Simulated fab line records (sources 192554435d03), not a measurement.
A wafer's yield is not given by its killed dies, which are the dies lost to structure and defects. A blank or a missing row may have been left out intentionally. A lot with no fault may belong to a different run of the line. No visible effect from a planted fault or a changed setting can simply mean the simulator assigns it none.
Matching of chambers -- flow n5_finfet -- ald_hk-02 running N5_HKMG_FIN_ALD_75: 4 sister chambers
The step deposits Al2O3, target thk 1 nm, co reactant pulse time 1 s. 4 wafers are shown with their chamber, then 7 later ones without.

## WAFERS, EACH WITH ITS CHAMBER
wafer,chamber,heater_power_w (W)
L091.4,0,149
L091.5,2,149
L092.1,1,146
L092.2,3,135

## WAFERS MISSING THEIR CHAMBER
wafer,heater_power_w (W)
L092.5,146
L093.2,137
L093.4,145
L093.5,143
L097.3,145
L097.4,138
L097.5,137

## WHICH CHAMBER EACH WENT THROUGH
wafer,from the rows above,in truth
L092.5,can't be placed: 1 or 0 or 2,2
L093.2,3,3
L093.4,can't be placed: 1 or 0 or 2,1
L093.5,can't be placed: 1 or 0 or 2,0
L097.3,can't be placed: 1 or 0 or 2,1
L097.4,3,3
L097.5,3,3
Placed correctly: 3 of 7. These rows do not allow placing 4 (true chamber among the candidates in 4). Number placed wrongly: 0.
How it was worked out, from the rows above alone: a wafer's distance from a chamber is the root of the sum, over the readings, of the square of ((its reading less the chamber's mean) divided by the reading's scatter). The wafer belongs to the nearest chamber; if the next one is less than 2 further off, it can't be placed. The mean given for a chamber averages the wafers shown for that chamber. The scatter (one wafer shown for each chamber): square how far every hidden wafer sits from the nearest shown wafer, average those squares and take the square root.
